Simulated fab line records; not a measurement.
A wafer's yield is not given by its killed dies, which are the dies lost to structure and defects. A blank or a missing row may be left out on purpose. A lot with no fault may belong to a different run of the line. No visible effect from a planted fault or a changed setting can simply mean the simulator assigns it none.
8D (eight disciplines) problem report, filled in by code    flow n5 finfet    the parts of the form that need people (team, actions taken, sign-off) are left out

== 1. THE ISSUE ==
Wafers without a fault read 34, standard deviation 12; killed_at_M0_to_M3 at N5_PASSIVATION_PROBE_49 reads a mean of 124 on 2 wafers belonging to 2 lots. That is +7.5 standard deviations from the usual mean.
The first sign was on wafer L174.5 at day 13 23:25, on prober-02. Wafers with a number at this step in the record: 9, from 3 lots. Rule for "out" (also "out of limits"): further than 4 standard deviations from the usual mean. All remaining wafers that have a number are taken as sound.

== 2. WHAT IT IS, AND WHAT IT ISN'T ==
question                     is                  is not
which readings at this step  killed_at_M0_to_M3  killed_at_M4_up, killed at contacts, killed at front end, killed at other, killed open, killed short, sort_bin_6_memory
which lots                   L174, L176          L179
which wafers of those lots   L174.5, L176.5      L174.2, L174.4, L176.1, L176.6
read on which tools          prober-02           prober-01
when                         from day 13 23:25   up to then (2 sound wafers); but 5 sound wafers of L176, L179 came after

== 3. SUSPECTS, AND WHAT RULES EACH OUT ==
Counting: if a tool at a process step up to the reading ran every lot that is out, it stays a suspect. Sound lots after the first of them don't rule it out here, since some wafers of a struck lot are sound.
- pvd sputter-01 at N5_BEOL_M1_SPUTTER_48 (material Cu, target thk 4.5 nm, time 8.29 s): kept. It ran every lot that is out, first L174 (day 8 09:48).
- prober-02 at N5_PASSIVATION_PROBE_49: kept. It ran every lot that is out, first L174 (day 13 23:16). Its own killed_at_M0_to_M3 readings are out on those wafers.
After counting, pvd sputter-01 at N5_BEOL_M1_SPUTTER_48 and prober-02 at N5_PASSIVATION_PROBE_49 remain.

== 4. THE CAUSE (what the simulator had put in) ==
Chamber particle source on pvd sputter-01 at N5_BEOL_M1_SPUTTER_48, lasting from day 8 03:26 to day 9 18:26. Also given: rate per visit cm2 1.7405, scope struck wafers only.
After counting, 2 suspects remain, this tool included.

== 5. SEQUENCE OF EFFECTS, ordered by route ==
Rows list readings where the struck wafers' mean (over those with a number) sits beyond 3 standard deviations from the usual. Scope: only readings with a usual standard deviation given in the record; hours: median across lots of the time from each lot's start at the first step in this table that gives one to its start at this step; sigmas: change in usual standard deviations.
hours  step                     reading               usual   on struck wafers  change  sigmas
0      N5_PASSIVATION_PROBE_49  defect limited yield  91.4 %  85.3              -6.1    -3.8
0      N5_PASSIVATION_PROBE_49  killed_at_M0_to_M3    34      124               +90     +7.5
0      N5_PASSIVATION_PROBE_49  killed dies           102     173               +71     +3.7
0      N5_PASSIVATION_PROBE_49  killed on rim         13      26                +14     +3.1
0      N5_PASSIVATION_PROBE_49  sort n pass           1078    1007              -71     -3.7
0      N5_PASSIVATION_PROBE_49  sort yield pct        91.4 %  85.3              -6.1    -3.8
It contains these process steps:
- N5_PASSIVATION_PROBE_49

== 6. HOW IT WOULD HAVE BEEN CAUGHT EARLIER ==
In this record no reading fell out of limits until day 13 23:25, 140 hours after the fault had begun at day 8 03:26.
An alarm limit of 4 standard deviations would not have fired on the tool readings at N5_BEOL_M1_SPUTTER_48 for which the record gives a usual standard deviation, since none of them was out on any struck wafer.
By day 13 23:25 the whole set of lots that are out, 2 in number, had already begun N5_BEOL_M1_SPUTTER_48 on pvd sputter-01. Holding the tool at that point would not have protected any of them.
